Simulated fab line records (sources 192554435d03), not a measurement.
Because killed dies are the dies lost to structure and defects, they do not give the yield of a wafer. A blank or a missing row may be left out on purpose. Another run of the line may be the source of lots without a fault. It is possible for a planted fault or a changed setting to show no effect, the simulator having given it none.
Chamber matching / flow n5 finfet / ald sin-04 running N5_FIN_SAQP_ALD_61: 4 sister chambers
The step deposits SiO2, target thk 4 nm, pulse time 1 s, purge time 2 s. 8 wafers are shown with their chamber, then 9 later ones without.

WAFERS WITH THEIR CHAMBER
wafer=L085.5; chamber=3; heater power w (W)=541; susceptor temp C (C)=299.96
wafer=L085.6; chamber=2; heater power w (W)=517; susceptor temp C (C)=299.89
wafer=L086.2; chamber=1; heater power w (W)=492; susceptor temp C (C)=300.11
wafer=L086.5; chamber=2; heater power w (W)=516; susceptor temp C (C)=299.98
wafer=L086.6; chamber=0; heater power w (W)=501; susceptor temp C (C)=299.80
wafer=L089.1; chamber=1; heater power w (W)=488; susceptor temp C (C)=300.05
wafer=L089.5; chamber=3; heater power w (W)=545; susceptor temp C (C)=299.94
wafer=L089.6; chamber=0; heater power w (W)=509; susceptor temp C (C)=300.25

WAFERS WITH NO CHAMBER GIVEN
wafer=L091.2; heater power w (W)=512; susceptor temp C (C)=299.91
wafer=L091.3; heater power w (W)=502; susceptor temp C (C)=299.75
wafer=L091.6; heater power w (W)=552; susceptor temp C (C)=300.06
wafer=L092.1; heater power w (W)=495; susceptor temp C (C)=300.18
wafer=L092.2; heater power w (W)=514; susceptor temp C (C)=299.95
wafer=L092.3; heater power w (W)=547; susceptor temp C (C)=300.12
wafer=L097.3; heater power w (W)=518; susceptor temp C (C)=300.02
wafer=L097.4; heater power w (W)=546; susceptor temp C (C)=299.66
wafer=L097.5; heater power w (W)=478; susceptor temp C (C)=300.04

THE CHAMBER EACH PASSED THROUGH
wafer=L091.2; from the rows above=can't be placed: 2 or 0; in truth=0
wafer=L091.3; from the rows above=0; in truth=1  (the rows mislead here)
wafer=L091.6; from the rows above=3; in truth=3
wafer=L092.1; from the rows above=can't be placed: 1 or 0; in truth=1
wafer=L092.2; from the rows above=can't be placed: 2 or 0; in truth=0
wafer=L092.3; from the rows above=3; in truth=3
wafer=L097.3; from the rows above=2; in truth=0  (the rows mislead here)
wafer=L097.4; from the rows above=3; in truth=3
wafer=L097.5; from the rows above=1; in truth=1
4 of 9 placed correctly. These rows do not allow placing 3 (true chamber among the candidates in 3). 2 placed wrongly.
How it was worked out, from the rows above alone: a wafer's distance from a chamber is the root of the sum, over the readings, of the square of ((its reading less the chamber's mean) divided by the reading's scatter). If the next closest chamber is less than 2 further off than the closest, the wafer can't be placed; otherwise it belongs to the closest. A chamber's mean is the mean of its shown wafers. The scatter: take each reading less its chamber's mean, square it, sum over the shown wafers, divide by the number of wafers less the number of chambers, and take the root.
